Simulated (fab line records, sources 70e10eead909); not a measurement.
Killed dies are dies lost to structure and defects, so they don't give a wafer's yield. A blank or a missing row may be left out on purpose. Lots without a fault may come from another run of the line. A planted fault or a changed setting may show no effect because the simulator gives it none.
Problem report in the 8D (eight disciplines) form, filled by code | flow nand_harc | the parts of the form that need people (team, actions taken, sign-off) are left out

1. THE PROBLEM
thk_nm at NHARC_A_ONON_D1_THK_MEAS_34 reads a mean of 333.9 nm on 2 wafers of 2 lots; wafers without a fault read 200.5 nm with a standard deviation of 2.5. That is +53 standard deviations from the usual mean.
The step: measures by ellipsometry.
First seen on wafer L761.4, day 9 19:01, on film_metro-02. The record holds 39 wafers of 13 lots with a number at this step. Rule for "out", or "out of limits": more than 4 standard deviations from the usual mean. The other wafers with a number count as sound.

2. WHAT IT IS AND WHAT IT IS NOT
question                    | is               | is not
which readings at this step | thk_nm           | -
which lots                  | L761, L762       | L757, L759, L769, L771, L774, L775, L776, L777, L778, L779, L780
which wafers of those lots  | L761.4, L762.4   | L761.5, L761.6, L762.1, L762.6
read on which gauges        | film_metro-02    | film_metro-01
when                        | from day 9 19:01 | up to then (8 sound wafers); but 29 sound wafers of L762, L769, L771, L774, L775, L776, L777, L778, L779, L780 came after

3. SUSPECTS, AND WHAT RULES EACH OUT
Counting: a tool at a process step up to the reading stays a suspect if it ran every lot that is out. Sound lots after the first of them don't rule it out here, since some wafers of a struck lot are sound.
- the gauge at NHARC_A_ONON_D1_THK_MEAS_34: ruled out. All the wafers that are out were read on film_metro-02, but those of them that NHARC_A_ONON_D1_DEP_33 has rows for are out there too, on other tools.
- pecvd-02 at NHARC_A_ONON_D1_DEP_33 (deposits SiO2, target thk 200 nm): kept. It ran every lot that is out, first L761 (day 9 18:44); its last sound lot up to then is L759 (day 9 08:18). Its own readings are out on those wafers: mfc_precursor_sccm.
- Within pecvd-02 at NHARC_A_ONON_D1_DEP_33: the wafers that are out ran in chamber 0; their sound lot-mates ran in chambers 1, 2.
Left after counting: pecvd-02 at NHARC_A_ONON_D1_DEP_33.

4. THE CAUSE (what the simulator had put in)
Process parameter drift: pecvd-02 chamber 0, from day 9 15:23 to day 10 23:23, at NHARC_A_ONON_D1_DEP_33. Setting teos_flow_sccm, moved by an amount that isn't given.
Counting left only this tool.

5. THE CHAIN OF EFFECTS, in route order
Each row: a reading whose mean over the struck wafers that have a number lies more than 3 standard deviations from the usual. Only readings for which the record gives a usual standard deviation are gone through. hours: the time from each lot's start at the first step in this table that gives one to its start at this step, as a median over the lots. sigmas: the change in usual standard deviations.
hours | step                        | reading            | usual      | on struck wafers | change | sigmas
0     | NHARC_A_ONON_D1_DEP_33      | mfc_precursor_sccm | 161.4 sccm | 266.8            | +105.4 | +99 or more
0     | NHARC_A_ONON_D1_THK_MEAS_34 | thk_nm             | 200.5 nm   | 333.9            | +133.4 | +53
The process steps in it:
- NHARC_A_ONON_D1_DEP_33: deposits SiO2, target thk 200 nm.
Later measuring or inspecting steps at which every struck wafer that the step has a row for has a number for every such reading, and none has moved that far: NHARC_A_CHANNEL_HOLE_D1_OVL_MEAS_11.

6. WHAT WOULD HAVE CAUGHT IT SOONER
In this record the first reading out of limits at a measuring or inspecting step was taken at day 9 19:01, 4 hours after the fault began at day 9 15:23.
The tool's own readings at NHARC_A_ONON_D1_DEP_33 were out on every struck wafer that the step has a row for (mfc_precursor_sccm): an alarm limit on them would have fired on the first of those.
Of the lots that are out (2), L762 began NHARC_A_ONON_D1_DEP_33 on pecvd-02 after day 9 19:01. A hold on the tool at that time would have spared it.
